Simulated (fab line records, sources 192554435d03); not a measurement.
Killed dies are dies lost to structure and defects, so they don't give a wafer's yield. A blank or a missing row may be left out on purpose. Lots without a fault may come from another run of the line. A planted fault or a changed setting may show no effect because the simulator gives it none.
Which tool did it? | flow n5_finfet | 14 lots, 40 wafers sampled, at 2 steps of a route of 1938

WHAT THE GAUGES READ, wafer by wafer
N5_BEOL_M1_CD_MEAS_11: target cd 17.05 nm. Usual: cd_nm 17.11 nm, standard deviation 0.24.
lot  | measured     | on        | cd_nm (nm)        | flag
L413 | day 6 08:36  | cd_sem-01 | 17.48 16.85       |
L414 | day 6 13:55  | cd_sem-03 | 17.31 16.96 16.97 |
L416 | day 6 21:02  | cd_sem-01 | 16.92 17.01 16.95 |
L421 | day 8 00:46  | cd_sem-03 | 17.42 17.38 16.92 |
L422 | day 8 07:22  | cd_sem-03 | 16.80 16.82 16.82 |
L425 | day 9 02:57  | cd_sem-03 | 16.94 17.12 16.95 |
L426 | day 9 06:29  | cd_sem-03 | 17.08 17.16 17.04 |
L427 | day 9 14:22  | cd_sem-02 | 16.65 16.81 17.12 |
L429 | day 10 00:28 | cd_sem-03 | 17.27 16.80 17.33 |
L430 | day 10 06:44 | cd_sem-01 | 17.49 17.10 17.10 |
L431 | day 10 12:43 | cd_sem-01 | 16.82 17.08       |
L433 | day 11 01:46 | cd_sem-03 | 17.21 16.99 17.23 |
L435 | day 11 09:47 | cd_sem-02 | 17.43 17.05 17.41 |
L436 | day 11 16:21 | cd_sem-03 | 17.23 16.89 16.90 |

WHICH TOOL RAN EACH LOT (tool, then ch and the chambers of the sampled wafers, then the start)
lot  | N5_BEOL_M1_HM_DEP_02
L413 | pvd_sputter-01, day 6 08:05
L414 | pvd_sputter-01, day 6 13:24
L416 | pvd_sputter-01, day 6 20:39
L421 | pvd_sputter-03, day 8 00:22
L422 | pvd_sputter-02, day 8 06:51
L425 | pvd_sputter-02, day 9 02:26
L426 | pvd_sputter-02, day 9 06:06
L427 | pvd_sputter-02, day 9 13:49
L429 | pvd_sputter-03, day 9 23:56
L430 | pvd_sputter-03, day 10 06:20
L431 | pvd_sputter-02, day 10 12:20
L433 | pvd_sputter-03, day 11 01:22
L435 | pvd_sputter-03, day 11 09:24
L436 | pvd_sputter-03, day 11 15:50
- N5_BEOL_M1_HM_DEP_02: deposits TiN, target thk 20 nm.

WHAT THE TOOLS THEMSELVES READ (means of the sampled wafers that have a number; where no wafer has one, the mark that the record gives instead)
N5_BEOL_M1_HM_DEP_02. Usual: susceptor_temp_C 25.01 C, standard deviation 0.11; throttle_valve_pct 30.2 %, standard deviation 1.1.
lot  | tool           | susceptor_temp_C (C) | throttle_valve_pct (%) | flag
L413 | pvd_sputter-01 | 24.98                | 30.6                   |
L414 | pvd_sputter-01 | 25.00                | 29.8                   |
L416 | pvd_sputter-01 | 25.00                | 29.9                   |
L421 | pvd_sputter-03 | 24.96                | 30.0                   |
L422 | pvd_sputter-02 | 24.98                | 29.6                   |
L425 | pvd_sputter-02 | 25.01                | 29.9                   |
L426 | pvd_sputter-02 | 24.99                | 30.6                   |
L427 | pvd_sputter-02 | 24.99                | 29.9                   |
L429 | pvd_sputter-03 | 24.88                | 30.6                   |
L430 | pvd_sputter-03 | 25.04                | 30.3                   |
L431 | pvd_sputter-02 | 24.96                | 29.4                   |
L433 | pvd_sputter-03 | 25.03                | 30.2                   |
L435 | pvd_sputter-03 | 24.98                | 30.3                   |
L436 | pvd_sputter-03 | 25.13                | 30.2                   |

THE ANSWER, worked out from the rows above alone
Rule: a lot is off if the mean of its wafers that have a number lies more than 3 standard deviations from the usual mean. A lot without any number at a reading at which 4 lots or more have one is off too. The other lots that the step has rows for count as sound. The gauges are gone through in route order, then the tools' own readings, and for those a lot's mean is taken as printed above. The first step at which some lot is off is used, and at that step the reading that is off furthest; a lot without a number counts as furthest.
No lot is off at any reading shown: from this, nothing can be told.

WHAT THE SIMULATOR HAD PUT IN
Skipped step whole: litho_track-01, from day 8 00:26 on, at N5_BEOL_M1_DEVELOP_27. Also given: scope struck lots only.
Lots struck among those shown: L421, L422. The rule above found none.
